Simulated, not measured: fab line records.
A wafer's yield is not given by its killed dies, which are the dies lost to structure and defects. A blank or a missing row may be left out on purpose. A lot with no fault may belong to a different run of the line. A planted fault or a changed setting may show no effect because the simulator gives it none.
Struck lot and sound lot, side by side / flow nand harc / 13 out of 1159 route steps
Sound: the wafers L625.2, L625.5, L625.6. The struck wafers were L618.1, L618.2, L618.6. The cause is named last.
For every step that has rows: the tool of each side, followed by ch and its chambers, followed by its first start. Under that, the readings that differ: sound wafers / struck wafers / difference of the means / sigmas: that difference in standard deviations of wafers without a fault.
alike: a reading whose means differ by less than 2 such deviations, as well as words and numbers matching on both sides. not compared: withheld readings; readings where some wafer has no value; bounds like >300 that might hide an equal value; numbers whose values overlap and for which the record gives no deviation.
A row with sigmas, a row that says differs or no value, or rows on one side alone: a step with any of these is where the two part. Numbers that have no deviation but don't overlap get no sigmas and don't part them. A reading that every wafer of one side lacks parts them only if that side has two wafers or more.

NHARC_A_M0_INSPECT_27:
  struck on defect inspect-01, day 20 05:14; sound on defect inspect-01, day 22 15:37
  alike: raw defect count
NHARC_A_M0_PRE_CLEAN_31: time 12 s.
  sound on pecvd-03 ch 0,2, day 22 15:47; struck on pecvd-03 ch 1,2, day 20 05:19
  alike: heater power w
NHARC_A_M0_DEP_32: deposits SiCN, target thk 30 nm.
  sound on pecvd-03 ch 0,2, day 22 15:52; struck on pecvd-03 ch 1,2, day 20 05:25
reading=heater power w (W); sound=418 530 438; struck=627 571 619; difference=+144; sigmas=+2
then, 8 steps without rows for these wafers: NHARC_A_M1_DEP_00 (deposits SiOC, target thk 182.5 nm); NHARC_A_M1_DEHYDRATE_01 (time 120 s); NHARC_A_M1_HMDS_02 (time 30 s); NHARC_A_M1_COAT_34 (time 65 s); NHARC_A_M1_COAT_03 (resist thk 90 nm); NHARC_A_M1_SOFTBAKE_04 (time 55 s); NHARC_A_M1_EBR_05; NHARC_A_M1_EXPOSE_06 (exposes mask A M1, target cd 120 nm).
NHARC_A_M1_PEB_07: peb time 65 s.
  struck on litho track-01, day 20 06:49; sound on litho track-04 ch 0, day 22 17:00
  no value came back on the struck wafers for chill plate temp C (C), exhaust pa (Pa); on the sound wafers chill plate temp C (C) reads 22.89 22.98 22.97
then, 1 step without rows for these wafers: NHARC_A_M1_DEVELOP_08 (develop time 35 s).

== WHERE THEY PART ==
First at NHARC_A_M0_DEP_32; last, within this record, at NHARC_A_M1_PEB_07.

WHY: the cause the simulator had injected
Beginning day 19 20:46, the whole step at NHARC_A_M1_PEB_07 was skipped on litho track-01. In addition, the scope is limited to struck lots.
